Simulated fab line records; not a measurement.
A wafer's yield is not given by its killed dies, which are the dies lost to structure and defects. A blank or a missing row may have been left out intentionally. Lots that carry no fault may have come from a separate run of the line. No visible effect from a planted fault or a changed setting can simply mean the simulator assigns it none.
Matching of chambers	flow nandHarc	4 sister chambers for NHARC_A_CONTACT_DESCUM_13 on rieDiel-08
The step chemistry O2, time 3 s. 24 wafers are shown with their chamber, then 12 later ones without.

== WAFERS PAIRED WITH THEIR CHAMBERS ==
wafer	chamber	drypumpMotorCurrentA (A)	showerheadPlenumPTorr (Torr)	oesProductAu (a.u.)
L075.2	1	6.6	1.85	1.008
L075.3	2	6.1	1.90	1.008
L075.4	0	5.6	1.92	1.030
L077.1	1	6.5	1.85	0.997
L077.4	2	6.1	1.90	1.007
L077.6	1	6.6	1.85	1.013
L076.4	0	5.6	1.92	1.017
L076.5	1	6.6	1.85	0.996
L076.6	0	5.5	1.92	1.016
L078.2	2	6.1	1.89	1.006
L078.3	0	5.6	1.92	1.012
L078.6	3	5.2	1.81	0.985
L082.3	1	6.5	1.85	0.993
L082.5	3	5.2	1.81	0.976
L082.6	2	6.0	1.89	1.003
L085.2	1	6.5	1.85	1.005
L085.3	3	5.2	1.81	0.988
L085.4	2	6.1	1.89	0.994
L086.1	1	6.5	1.84	1.002
L086.2	2	6.1	1.89	1.015
L086.4	3	5.2	1.81	1.005
L088.2	0	5.6	1.92	1.007
L088.3	3	5.2	1.80	0.994
L088.4	2	6.0	1.89	1.011

SIGNATURES (means of the wafers above)
reading	chamber 0	chamber 1	chamber 2	chamber 3	scatter within a chamber
drypumpMotorCurrentA	5.580	6.543	6.071	5.200	0.0444
showerheadPlenumPTorr	1.9200	1.8486	1.8929	1.8080	0.00393
oesProductAu	1.01640	1.00200	1.00629	0.98960	0.00815
Rule: for each reading, subtract the chamber's mean from the wafer's reading, divide by that reading's scatter and square the result; add these up over the readings and take the root, which gives the wafer's distance from the chamber. The wafer belongs to the nearest chamber; if the next one is less than 2 further off, it can't be placed. The scatter: the root of (the sum of the squares of (reading less its chamber's mean) over the shown wafers, divided by (wafers less chambers)).

== WAFERS WHOSE CHAMBER IS MISSING ==
wafer	drypumpMotorCurrentA (A)	showerheadPlenumPTorr (Torr)	oesProductAu (a.u.)
L093.1	6.6	1.84	0.995
L093.4	5.6	1.91	0.989
L093.6	5.2	1.80	1.003
L092.1	6.6	1.84	0.994
L092.2	5.2	1.80	1.002
L092.5	5.2	1.80	1.005
L094.2	6.0	1.89	0.999
L094.3	6.5	1.84	0.996
L094.4	5.6	1.91	0.995
L096.1	5.2	1.80	1.007
L096.3	6.5	1.84	0.990
L096.4	5.5	1.91	0.989

== CHAMBER TAKEN BY EACH ==
wafer	from the rows above	in truth
L093.1	1	1
L093.4	0	0
L093.6	3	3
L092.1	1	1
L092.2	3	3
L092.5	3	3
L094.2	2	2
L094.3	1	1
L094.4	0	0
L096.1	3	3
L096.3	1	1
L096.4	0	0
Correctly placed: 12 of 12. Not placeable from these rows: 0. Placed wrongly: 0.
